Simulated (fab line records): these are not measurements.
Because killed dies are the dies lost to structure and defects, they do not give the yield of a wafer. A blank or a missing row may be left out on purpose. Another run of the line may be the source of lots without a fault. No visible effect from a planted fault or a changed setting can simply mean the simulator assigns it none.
Which tool was responsible?	flow nandHarc	at 1 step of a route of 1302, 23 lots with 69 wafers sampled

## WHAT EACH GAUGE READ, for each wafer
NHARC_A_M1_OVL_MEAS_10: pitch 240 nm.
lot	measured	on	overlayXNm (nm)	overlayYNm (nm)
L077	day 23 18:53	overlay-01	-0.6 -0.1 0.1	-0.1 -0.3 -0.4
L074	day 23 21:26	overlay-02	-1.5 -0.4 -1.2	-1.0 -0.8 -1.1
L075	day 24 04:55	overlay-02	0.4 0.2 0.5	-1.0 -0.7 -0.4
L076	day 24 09:44	overlay-01	0.1 0.0 0.0	-0.6 0.7 0.7
L078	day 25 01:59	overlay-01	1.3 1.5 2.1	0.2 -0.2 -0.1
L079	day 25 05:46	overlay-02	0.6 0.7 0.5	-0.2 -0.6 -1.0
L081	day 25 12:28	overlay-02	2.1 1.5 1.8	-0.2 -0.3 -0.2
L080	day 25 15:10	overlay-02	0.0 0.1 -0.4	0.4 1.0 0.2
L082	day 26 17:50	overlay-02	-0.7 -0.7 -0.6	0.2 -0.1 -0.3
L083	day 27 09:40	overlay-02	-1.1 -1.2 -1.2	-0.4 0.4 -0.2
L084	day 27 10:23	overlay-01	1.9 2.0 1.5	-0.4 -0.5 0.0
L085	day 27 16:16	overlay-01	-0.2 -0.4 -0.4	0.6 0.0 0.9
L086	day 27 21:25	overlay-02	-1.1 -1.1 -1.6	0.2 0.2 0.5
L087	day 28 02:18	overlay-02	1.4 1.0 1.8	0.6 0.5 0.8
L089	day 28 22:13	overlay-01	-0.1 0.7 0.5	0.6 0.5 0.0
L088	day 28 23:42	overlay-01	-0.9 -0.1 -0.9	0.9 0.3 0.3
L090	day 30 10:37	overlay-02	-0.1 0.1 0.7	-0.4 0.3 0.1
L092	day 30 18:07	overlay-02	-0.2 0.4 0.4	1.0 0.9 0.9
L091	day 30 19:49	overlay-01	-0.5 0.4 0.1	1.4 1.6 1.0
L094	day 31 02:53	overlay-01	1.3 1.5 1.4	-0.4 0.0 0.0
L095	day 32 03:17	overlay-01	0.1 0.1 -0.5	0.8 0.6 0.4
L097	day 32 15:09	overlay-02	-1.3 -0.8 -1.0	0.4 0.6 0.5
L096	day 33 02:58	overlay-02	-0.3 -0.6 -0.8	-0.8 -1.3 -1.5

## EACH LOT AND THE TOOL THAT RAN IT (in order: tool; ch and the chambers of the sampled wafers; start)
The record shows no process step preceding these readings.

## AS READ BY THE TOOLS THEMSELVES (means over the sampled wafers that have a number; for cases with no such wafer, the mark the record gives instead)
The record holds no such reading with a usual standard deviation.

## THE ANSWER, worked out from the rows above alone
Rule: the lots themselves supply what counts as usual. The widest of any qualifying gaps counts: lots, ordered by their means at a reading, are off when they make up no more than a third of the lots, leave a main group of 4 or more, and stand apart from it by 3 or more times the standard deviation of that group's means. The tables above print the reading to a certain number of digits; a main group whose means all agree to those digits is not used. A lot without any number at a reading at which 4 lots or more have one is off too. The other lots that the step has rows for count as sound. First the gauges in route order, then the tools' own readings, where a lot's mean is used as printed above. At the first step where some lot is off, the reading lying furthest off is the one used; lots without a number count as furthest.
None of the lots is off at any reading shown; this tells nothing.

## WHAT WAS PUT IN BY THE SIMULATOR
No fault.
